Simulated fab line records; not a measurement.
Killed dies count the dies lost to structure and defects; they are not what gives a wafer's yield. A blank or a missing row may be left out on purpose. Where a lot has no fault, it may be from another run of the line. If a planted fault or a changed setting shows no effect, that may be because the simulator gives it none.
Check of tool commonality	flow nand_harc	39 wafers sampled across 13 lots

WHY THIS WAS OPENED
On 2 of the 13 lots, a flag is raised at NHARC_A_ONON_D2_THK_MEAS_24 on the reading thk_nm. No-fault wafers: 996 nm, standard deviation 11.
Rule: a lot is flagged when every wafer of it that has a number lies more than 4 standard deviations from that mean, or none has a number. As for the other lots, they are considered sound.

lot	measured	on	thk_nm (nm), wafer by wafer	flag
L114	day 13 05:29	film_metro-01	990 991 992	
L113	day 13 05:29	film_metro-02	992 992 993	
L115	day 14 15:57	film_metro-02	1013 1015 1012	
L122	day 16 18:34	film_metro-01	1493 1494 1492	FLAGGED
L124	day 17 18:48	film_metro-01	1492 1489 1491	FLAGGED
L128	day 19 16:01	film_metro-02	999 997 997	
L129	day 19 21:36	film_metro-01	1003 1003 1003	
L130	day 20 14:57	film_metro-01	987 986 985	
L131	day 20 14:58	film_metro-02	987 987 988	
L132	day 20 22:02	film_metro-01	1013 1011 1013	
L133	day 21 17:43	film_metro-01	993 992 992	
L134	day 22 00:53	film_metro-02	987 987 987	
L135	day 22 09:14	film_metro-01	995 994 995	
The numbers of the flagged lots are 1492 nm on average: +496 nm against the usual, or +45 standard deviations.

TOOL THAT RAN EACH LOT
Before the reading, the record contains 3 process steps out of a 1302-step route. In each cell: the tool, then ch and the chambers that the sampled wafers went through, then the start.
lot	flag	NHARC_A_CHANNEL_FILL_D1_ETCHBACK_20	NHARC_A_CHANNEL_FILL_D1_ETCHBACK_08	NHARC_A_ONON_D2_DEP_22
L114		rie_diel-12 ch 0,2,3, day 10 08:19	rie_diel-12 ch 1,2,3, day 13 05:06 or earlier	pecvd_onon-01 ch 0, day 13 05:06
L113		rie_diel-09 ch 0,2, day 10 08:18	rie_diel-08 ch 0,2,3, day 13 05:02 or earlier	pecvd_onon-04 ch 0, day 13 05:02
L115		rie_diel-08 ch 0,1,2, day 11 13:57	rie_diel-09 ch 0,1,3, day 14 15:30 or earlier	pecvd_onon-04 ch 0, day 14 15:30
L122	FLAGGED	rie_diel-08 ch 0,1, day 13 17:28	rie_diel-08 ch 0,1,3, day 16 18:11 or earlier	pecvd_onon-01 ch 0, day 16 18:11
L124	FLAGGED	rie_diel-12 ch 0,2,3, day 14 20:16	rie_diel-09 ch 1,2, day 17 18:28 or earlier	pecvd_onon-01 ch 0, day 17 18:28
L128		rie_diel-12 ch 0,3, day 16 09:44	rie_diel-12 ch 1,2,3, day 19 15:41 or earlier	pecvd_onon-04 ch 0, day 19 15:41
L129		rie_diel-12 ch 0,2,3, day 17 01:22	rie_diel-12 ch 0,3, day 19 21:12 or earlier	pecvd_onon-04 ch 0, day 19 21:12
L130		rie_diel-12 ch 0,2,3, day 17 12:52	rie_diel-12 ch 1,2,3, day 20 14:33 or earlier	pecvd_onon-04 ch 0, day 20 14:33
L131		rie_diel-08 ch 1,2,3, day 17 12:52	rie_diel-08 ch 0,1,3, day 20 14:28 or earlier	pecvd_onon-03 ch 0, day 20 14:28
L132		rie_diel-12 ch 0,1,3, day 17 20:05	rie_diel-08 ch 2,3, day 20 21:31 or earlier	pecvd_onon-03 ch 0, day 20 21:31
L133		rie_diel-12 ch 1,2, day 18 17:16	rie_diel-08 ch 0,2,3, day 21 17:12 or earlier	pecvd_onon-03 ch 0, day 21 17:12
L134		rie_diel-09 ch 1,2, day 18 23:07	rie_diel-08 ch 0,2, day 22 00:26 or earlier	pecvd_onon-01 ch 0, day 22 00:26
L135		rie_diel-09 ch 0,1,2, day 19 08:26	rie_diel-12 ch 1,3, day 22 08:42 or earlier	pecvd_onon-04 ch 0, day 22 08:42
What the steps here do:
- NHARC_A_CHANNEL_FILL_D1_ETCHBACK_20: etches the open film in C4F8/O2/Ar, target depth 27 nm, time 13.5 s.
- NHARC_A_CHANNEL_FILL_D1_ETCHBACK_08: etches the open film in C4F8, target depth 220 nm, time 110 s.
- NHARC_A_ONON_D2_DEP_22: target thk 1000 nm.
- NHARC_A_ONON_D2_THK_MEAS_24: measures by ellipsometry.

FLAGGED OVER TOTAL, TOOL BY TOOL (the gauges that took the reading come last)
step	tool	lots run	flagged	share of the flagged lots	sound lots run after its first flagged lot
NHARC_A_CHANNEL_FILL_D1_ETCHBACK_20	rie_diel-08	3	1	some	1 (L131)
NHARC_A_CHANNEL_FILL_D1_ETCHBACK_20	rie_diel-09	3	0	none	-
NHARC_A_CHANNEL_FILL_D1_ETCHBACK_20	rie_diel-12	7	1	some	5 (L128,L129,L130,L132,L133)
NHARC_A_CHANNEL_FILL_D1_ETCHBACK_08	rie_diel-08	6	1	some	4 (L131,L132,L133,L134)
NHARC_A_CHANNEL_FILL_D1_ETCHBACK_08	rie_diel-09	2	1	some	0
NHARC_A_CHANNEL_FILL_D1_ETCHBACK_08	rie_diel-12	5	0	none	-
NHARC_A_ONON_D2_DEP_22	pecvd_onon-01	4	2	all	1 (L134)
NHARC_A_ONON_D2_DEP_22	pecvd_onon-03	3	0	none	-
NHARC_A_ONON_D2_DEP_22	pecvd_onon-04	6	0	none	-
NHARC_A_ONON_D2_THK_MEAS_24	film_metro-01	8	2	all	5 (L129,L130,L132,L133,L135)
NHARC_A_ONON_D2_THK_MEAS_24	film_metro-02	5	0	none	-
Because NHARC_A_CHANNEL_FILL_D1_ETCHBACK_08 lacks a start for some lots, the hours and order of its lots are taken from NHARC_A_ONON_D2_DEP_22.

THE TABLE: WHAT IT ALLOWS
pecvd_onon-01 at NHARC_A_ONON_D2_DEP_22 and film_metro-01 at NHARC_A_ONON_D2_THK_MEAS_24 are the 2 rows of the table that ran each flagged lot.
- pecvd_onon-01 at NHARC_A_ONON_D2_DEP_22 ran 4 lots, 2 of them flagged. Lots that were sound ran on it after the first flagged one (L134); a persistent fault on the entire tool would not allow that.
- film_metro-01 at NHARC_A_ONON_D2_THK_MEAS_24 ran 8 lots, 2 of them flagged. Lots that were sound ran on it after the first flagged one (L129, L130, L132, L133, L135); a persistent fault on the entire tool would not allow that.
Every row of the table either missed a flagged lot or ran a sound lot after the first.

WHAT THE SIMULATOR HAD INSERTED
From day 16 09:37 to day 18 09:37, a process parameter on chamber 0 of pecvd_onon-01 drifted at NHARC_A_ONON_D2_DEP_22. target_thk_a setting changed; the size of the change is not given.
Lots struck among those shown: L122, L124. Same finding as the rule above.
